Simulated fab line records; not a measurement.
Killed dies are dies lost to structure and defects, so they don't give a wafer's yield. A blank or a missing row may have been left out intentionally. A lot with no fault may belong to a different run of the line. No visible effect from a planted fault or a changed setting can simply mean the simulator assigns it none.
The tool behind it: which one? / flow nand_harc / 37 wafers from 13 lots sampled at 5 of the route's 1302 steps

== WHAT THE GAUGES READ, wafer by wafer ==
NHARC_A_BLC_INSPECT_12. Usual: raw_defect_count at 89, with a standard deviation of 31.
lot=L493; measured=day 23 13:03; on=defect_inspect-01; raw_defect_count=120 106 101; flag=
lot=L495; measured=day 23 18:59; on=defect_inspect-01; raw_defect_count=149 149 157; flag=
lot=L496; measured=day 23 21:57; on=defect_inspect-01; raw_defect_count=26 17 17; flag=
lot=L497; measured=day 24 10:34; on=defect_inspect-02; raw_defect_count=58 73 70; flag=
lot=L498; measured=day 25 08:44; on=defect_inspect-01; raw_defect_count=79 77 65; flag=
lot=L499; measured=day 26 06:52; on=defect_inspect-01; raw_defect_count=131 151 133; flag=
lot=L500; measured=day 26 17:38; on=defect_inspect-02; raw_defect_count=96 84 77; flag=
lot=L501; measured=day 26 22:25; on=defect_inspect-02; raw_defect_count=48 39 56; flag=
lot=L502; measured=day 27 04:07; on=defect_inspect-01; raw_defect_count=119 103 101; flag=
lot=L503; measured=day 27 08:07; on=defect_inspect-01; raw_defect_count=59 34 56; flag=
lot=L511; measured=day 31 01:20; on=defect_inspect-01; raw_defect_count=85 92; flag=
lot=L513; measured=day 31 08:51; on=defect_inspect-01; raw_defect_count=76 81 76; flag=
lot=L512; measured=day 31 14:47; on=defect_inspect-02; raw_defect_count=79 88; flag=

NHARC_END_SORT_01. Usual: killed_at_array 63, standard deviation 17; killed_at_other 0.8, standard deviation 1.1; killed_at_periphery 3.5, standard deviation 3; killed_dies 67, standard deviation 17; killed_open 3.1, standard deviation 1.6; killed_short 2.6, standard deviation 1.4.
lot=L502; measured=day 28 20:01; on=prober-02; killed_at_array=68 72 67; killed_at_other=0 0 0; killed_at_periphery=4 1 3; killed_dies=72 73 70; killed_open=5 3 6; killed_short=2 1 3; flag=
lot=L511; measured=day 33 04:43; on=prober-02; killed_at_array=57 169; killed_at_other=1 0; killed_at_periphery=5 2; killed_dies=63 171; killed_open=1 1; killed_short=2 5; flag=
lot=L512; measured=day 33 13:16; on=prober-01; killed_at_array=56 136; killed_at_other=0 0; killed_at_periphery=1 6; killed_dies=57 142; killed_open=3 5; killed_short=5 3; flag=

== WHAT TOOL EACH LOT RAN ON (gives the tool, then ch and the chambers of the sampled wafers, and finally the start) ==
lot=L493; NHARC_A_BLC_ETCH_17=rie_diel-13 ch 0,1,3, day 23 13:20; NHARC_A_BLC_STRIP_21=rie_diel-11 ch 0,1,3, day 23 14:16; NHARC_A_BLC_DEGAS_30=pvd_sputter-01, day 23 14:42
lot=L495; NHARC_A_BLC_ETCH_17=rie_diel-13 ch 1,3, day 23 19:16; NHARC_A_BLC_STRIP_21=rie_diel-13 ch 1,2,3, day 23 20:12; NHARC_A_BLC_DEGAS_30=pvd_sputter-02, day 23 20:38
lot=L496; NHARC_A_BLC_ETCH_17=rie_diel-13 ch 0,1, day 23 22:14; NHARC_A_BLC_STRIP_21=rie_diel-11 ch 2,3, day 23 23:10; NHARC_A_BLC_DEGAS_30=pvd_sputter-02, day 23 23:35
lot=L497; NHARC_A_BLC_ETCH_17=rie_diel-11 ch 0,1,2, day 24 10:50; NHARC_A_BLC_STRIP_21=rie_diel-13 ch 1,2,3, day 24 11:46; NHARC_A_BLC_DEGAS_30=pvd_sputter-02, day 24 12:11
lot=L498; NHARC_A_BLC_ETCH_17=rie_diel-13 ch 1,2,3, day 25 09:04; NHARC_A_BLC_STRIP_21=rie_diel-11 ch 1,2,3, day 25 09:58; NHARC_A_BLC_DEGAS_30=pvd_sputter-02, day 25 10:24
lot=L499; NHARC_A_BLC_ETCH_17=rie_diel-13 ch 0,1,3, day 26 07:14; NHARC_A_BLC_STRIP_21=rie_diel-11 ch 0,1,2, day 26 08:05; NHARC_A_BLC_DEGAS_30=pvd_sputter-03, day 26 08:30
lot=L500; NHARC_A_BLC_ETCH_17=rie_diel-13 ch 0,1,2, day 26 17:53; NHARC_A_BLC_STRIP_21=rie_diel-11 ch 1,2, day 26 18:51; NHARC_A_BLC_DEGAS_30=pvd_sputter-03, day 26 19:17
lot=L501; NHARC_A_BLC_ETCH_17=rie_diel-13 ch 1,2,3, day 26 22:42; NHARC_A_BLC_STRIP_21=rie_diel-11 ch 1,3, day 26 23:38; NHARC_A_BLC_DEGAS_30=pvd_sputter-03, day 27 00:04
lot=L502; NHARC_A_BLC_ETCH_17=rie_diel-13 ch 1,2,3, day 27 04:24; NHARC_A_BLC_STRIP_21=rie_diel-11 ch 0,1,2, day 27 05:19; NHARC_A_BLC_DEGAS_30=pvd_sputter-01, day 27 05:45
lot=L503; NHARC_A_BLC_ETCH_17=rie_diel-11 ch 0,1,2, day 27 08:22; NHARC_A_BLC_STRIP_21=rie_diel-13 ch 0,1,3, day 27 09:19; NHARC_A_BLC_DEGAS_30=pvd_sputter-01, day 27 09:44
lot=L511; NHARC_A_BLC_ETCH_17=rie_diel-13 ch 1,2, day 31 01:42; NHARC_A_BLC_STRIP_21=rie_diel-01 ch 0,3, day 31 02:34; NHARC_A_BLC_DEGAS_30=pvd_sputter-01, day 31 03:00
lot=L513; NHARC_A_BLC_ETCH_17=rie_diel-11 ch 0,1,2, day 31 09:05; NHARC_A_BLC_STRIP_21=rie_diel-13 ch 0,1,2, day 31 10:08; NHARC_A_BLC_DEGAS_30=pvd_sputter-02, day 31 10:35
lot=L512; NHARC_A_BLC_ETCH_17=rie_diel-13 ch 0,3, day 31 15:06; NHARC_A_BLC_STRIP_21=rie_diel-13 ch 0,1, day 31 15:59; NHARC_A_BLC_DEGAS_30=pvd_sputter-02, day 31 16:25
- NHARC_A_BLC_ETCH_17: etches the open film in N2/H2, target depth 390 nm, time 609.38 s.
- NHARC_A_BLC_STRIP_21: strips in O2.
- NHARC_A_BLC_DEGAS_30: time 60 s.

== WHAT THE TOOLS THEMSELVES READ (means of the sampled wafers that have a number; where no wafer has one, the mark that the record gives instead) ==
NHARC_A_BLC_ETCH_17. Usual: drypump_motor_current_A 5.7 A, standard deviation 0.52; oes_product_au 1.003 a.u., standard deviation 0.011; rf_vpp_V 429.8 V, standard deviation 2.8; showerhead_plenum_p_Torr 2.01 Torr, standard deviation 0.096; throttle_valve_pct 14.172 %, standard deviation 0.0098.
lot=L493; tool=rie_diel-13; drypump_motor_current_A (A)=6.0; oes_product_au (a.u.)=1.001; rf_vpp_V (V)=430.7; showerhead_plenum_p_Torr (Torr)=2.07; throttle_valve_pct (%)=14.175; flag=
lot=L495; tool=rie_diel-13; drypump_motor_current_A (A)=6.3; oes_product_au (a.u.)=0.990; rf_vpp_V (V)=432.7; showerhead_plenum_p_Torr (Torr)=2.13; throttle_valve_pct (%)=14.161; flag=
lot=L496; tool=rie_diel-13; drypump_motor_current_A (A)=6.1; oes_product_au (a.u.)=1.015; rf_vpp_V (V)=431.6; showerhead_plenum_p_Torr (Torr)=2.04; throttle_valve_pct (%)=14.176; flag=
lot=L497; tool=rie_diel-11; drypump_motor_current_A (A)=5.2; oes_product_au (a.u.)=0.994; rf_vpp_V (V)=429.5; showerhead_plenum_p_Torr (Torr)=2.01; throttle_valve_pct (%)=14.167; flag=
lot=L498; tool=rie_diel-13; drypump_motor_current_A (A)=6.0; oes_product_au (a.u.)=1.003; rf_vpp_V (V)=432.0; showerhead_plenum_p_Torr (Torr)=2.04; throttle_valve_pct (%)=14.176; flag=
lot=L499; tool=rie_diel-13; drypump_motor_current_A (A)=6.0; oes_product_au (a.u.)=1.002; rf_vpp_V (V)=430.6; showerhead_plenum_p_Torr (Torr)=2.07; throttle_valve_pct (%)=14.174; flag=
lot=L500; tool=rie_diel-13; drypump_motor_current_A (A)=5.8; oes_product_au (a.u.)=1.000; rf_vpp_V (V)=428.7; showerhead_plenum_p_Torr (Torr)=1.97; throttle_valve_pct (%)=14.170; flag=
lot=L501; tool=rie_diel-13; drypump_motor_current_A (A)=6.0; oes_product_au (a.u.)=1.001; rf_vpp_V (V)=430.4; showerhead_plenum_p_Torr (Torr)=2.04; throttle_valve_pct (%)=14.179; flag=
lot=L502; tool=rie_diel-13; drypump_motor_current_A (A)=6.0; oes_product_au (a.u.)=0.999; rf_vpp_V (V)=429.9; showerhead_plenum_p_Torr (Torr)=2.04; throttle_valve_pct (%)=14.173; flag=
lot=L503; tool=rie_diel-11; drypump_motor_current_A (A)=5.2; oes_product_au (a.u.)=1.004; rf_vpp_V (V)=429.8; showerhead_plenum_p_Torr (Torr)=2.00; throttle_valve_pct (%)=14.183; flag=
lot=L511; tool=rie_diel-13; drypump_motor_current_A (A)=6.0; oes_product_au (a.u.)=0.949; rf_vpp_V (V)=429.0; showerhead_plenum_p_Torr (Torr)=1.97; throttle_valve_pct (%)=14.168; flag=OFF
lot=L513; tool=rie_diel-11; drypump_motor_current_A (A)=5.2; oes_product_au (a.u.)=1.011; rf_vpp_V (V)=429.7; showerhead_plenum_p_Torr (Torr)=2.00; throttle_valve_pct (%)=14.170; flag=
lot=L512; tool=rie_diel-13; drypump_motor_current_A (A)=5.8; oes_product_au (a.u.)=0.930; rf_vpp_V (V)=431.3; showerhead_plenum_p_Torr (Torr)=2.06; throttle_valve_pct (%)=14.166; flag=OFF

NHARC_A_BLC_STRIP_21. Usual: drypump_motor_current_A 5.8 A, standard deviation 0.51; oes_product_au 1.002 a.u., standard deviation 0.01; rf_vpp_V 57.7 V, standard deviation 0.96; showerhead_plenum_p_Torr 3.48 Torr, standard deviation 0.15; throttle_valve_pct 17.036 %, standard deviation 0.0098.
lot=L493; tool=rie_diel-11; drypump_motor_current_A (A)=5.8; oes_product_au (a.u.)=1.010; rf_vpp_V (V)=58.4; showerhead_plenum_p_Torr (Torr)=3.44; throttle_valve_pct (%)=17.034; flag=
lot=L495; tool=rie_diel-13; drypump_motor_current_A (A)=6.1; oes_product_au (a.u.)=0.993; rf_vpp_V (V)=57.9; showerhead_plenum_p_Torr (Torr)=3.53; throttle_valve_pct (%)=17.035; flag=
lot=L496; tool=rie_diel-11; drypump_motor_current_A (A)=5.9; oes_product_au (a.u.)=0.999; rf_vpp_V (V)=57.0; showerhead_plenum_p_Torr (Torr)=3.47; throttle_valve_pct (%)=17.036; flag=
lot=L497; tool=rie_diel-13; drypump_motor_current_A (A)=6.1; oes_product_au (a.u.)=0.994; rf_vpp_V (V)=58.1; showerhead_plenum_p_Torr (Torr)=3.53; throttle_valve_pct (%)=17.036; flag=
lot=L498; tool=rie_diel-11; drypump_motor_current_A (A)=5.6; oes_product_au (a.u.)=0.996; rf_vpp_V (V)=57.9; showerhead_plenum_p_Torr (Torr)=3.42; throttle_valve_pct (%)=17.037; flag=
lot=L499; tool=rie_diel-11; drypump_motor_current_A (A)=5.2; oes_product_au (a.u.)=1.001; rf_vpp_V (V)=57.3; showerhead_plenum_p_Torr (Torr)=3.48; throttle_valve_pct (%)=17.029; flag=
lot=L500; tool=rie_diel-11; drypump_motor_current_A (A)=5.3; oes_product_au (a.u.)=1.005; rf_vpp_V (V)=57.4; showerhead_plenum_p_Torr (Torr)=3.38; throttle_valve_pct (%)=17.045; flag=
lot=L501; tool=rie_diel-11; drypump_motor_current_A (A)=5.8; oes_product_au (a.u.)=1.006; rf_vpp_V (V)=56.7; showerhead_plenum_p_Torr (Torr)=3.34; throttle_valve_pct (%)=17.038; flag=
lot=L502; tool=rie_diel-11; drypump_motor_current_A (A)=5.2; oes_product_au (a.u.)=1.005; rf_vpp_V (V)=57.1; showerhead_plenum_p_Torr (Torr)=3.48; throttle_valve_pct (%)=17.046; flag=
lot=L503; tool=rie_diel-13; drypump_motor_current_A (A)=6.0; oes_product_au (a.u.)=1.002; rf_vpp_V (V)=58.0; showerhead_plenum_p_Torr (Torr)=3.57; throttle_valve_pct (%)=17.043; flag=
lot=L511; tool=rie_diel-01; drypump_motor_current_A (A)=5.7; oes_product_au (a.u.)=1.008; rf_vpp_V (V)=57.3; showerhead_plenum_p_Torr (Torr)=3.40; throttle_valve_pct (%)=17.041; flag=
lot=L513; tool=rie_diel-13; drypump_motor_current_A (A)=5.8; oes_product_au (a.u.)=1.007; rf_vpp_V (V)=57.6; showerhead_plenum_p_Torr (Torr)=3.43; throttle_valve_pct (%)=17.039; flag=
lot=L512; tool=rie_diel-13; drypump_motor_current_A (A)=5.9; oes_product_au (a.u.)=1.004; rf_vpp_V (V)=57.6; showerhead_plenum_p_Torr (Torr)=3.50; throttle_valve_pct (%)=17.041; flag=

NHARC_A_BLC_DEGAS_30. Usual: heater_power_w at 486 W, with a standard deviation of 31.
lot=L493; tool=pvd_sputter-01; heater_power_w (W)=484; flag=
lot=L495; tool=pvd_sputter-02; heater_power_w (W)=499; flag=
lot=L496; tool=pvd_sputter-02; heater_power_w (W)=478; flag=
lot=L497; tool=pvd_sputter-02; heater_power_w (W)=481; flag=
lot=L498; tool=pvd_sputter-02; heater_power_w (W)=482; flag=
lot=L499; tool=pvd_sputter-03; heater_power_w (W)=474; flag=
lot=L500; tool=pvd_sputter-03; heater_power_w (W)=498; flag=
lot=L501; tool=pvd_sputter-03; heater_power_w (W)=465; flag=
lot=L502; tool=pvd_sputter-01; heater_power_w (W)=489; flag=
lot=L503; tool=pvd_sputter-01; heater_power_w (W)=494; flag=
lot=L511; tool=pvd_sputter-01; heater_power_w (W)=504; flag=
lot=L513; tool=pvd_sputter-02; heater_power_w (W)=498; flag=
lot=L512; tool=pvd_sputter-02; heater_power_w (W)=510; flag=

== THE ANSWER, worked out from the rows above alone ==
Rule: a lot is off if the mean of its wafers that have a number lies more than 3 standard deviations from the usual mean. A lot without any number at a reading at which 4 lots or more have one is off too. Any other lot the step has rows for is counted as sound. The gauges are gone through in route order, then the tools' own readings, and for those a lot's mean is taken as printed above. The first step at which some lot is off is used, and at that step the reading that is off furthest; a lot without a number counts as furthest.
Off, at NHARC_A_BLC_ETCH_17 on oes_product_au: L511, L512.
A tool fits if, at that step or a process step before it, it ran every lot that is off, and no sound lot after the first of them. One fits: rie_diel-13 at NHARC_A_BLC_ETCH_17. A fault onset in the window from L502 (day 27 04:24, its last sound lot) to L511 (day 31 01:42, its first lot off) fits.
The tool's own readings at NHARC_A_BLC_ETCH_17 bear it out: on the lots that are off they differ by more than 5 times the standard deviation of the sound lots' means. oes_product_au reads 0.940 a.u. there against 1.002 a.u. on the sound lots.

== WHAT HAD BEEN PUT IN BY THE SIMULATOR ==
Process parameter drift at NHARC_A_BLC_ETCH_17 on rie_diel-13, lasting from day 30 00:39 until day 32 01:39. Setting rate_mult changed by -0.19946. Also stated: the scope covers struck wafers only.
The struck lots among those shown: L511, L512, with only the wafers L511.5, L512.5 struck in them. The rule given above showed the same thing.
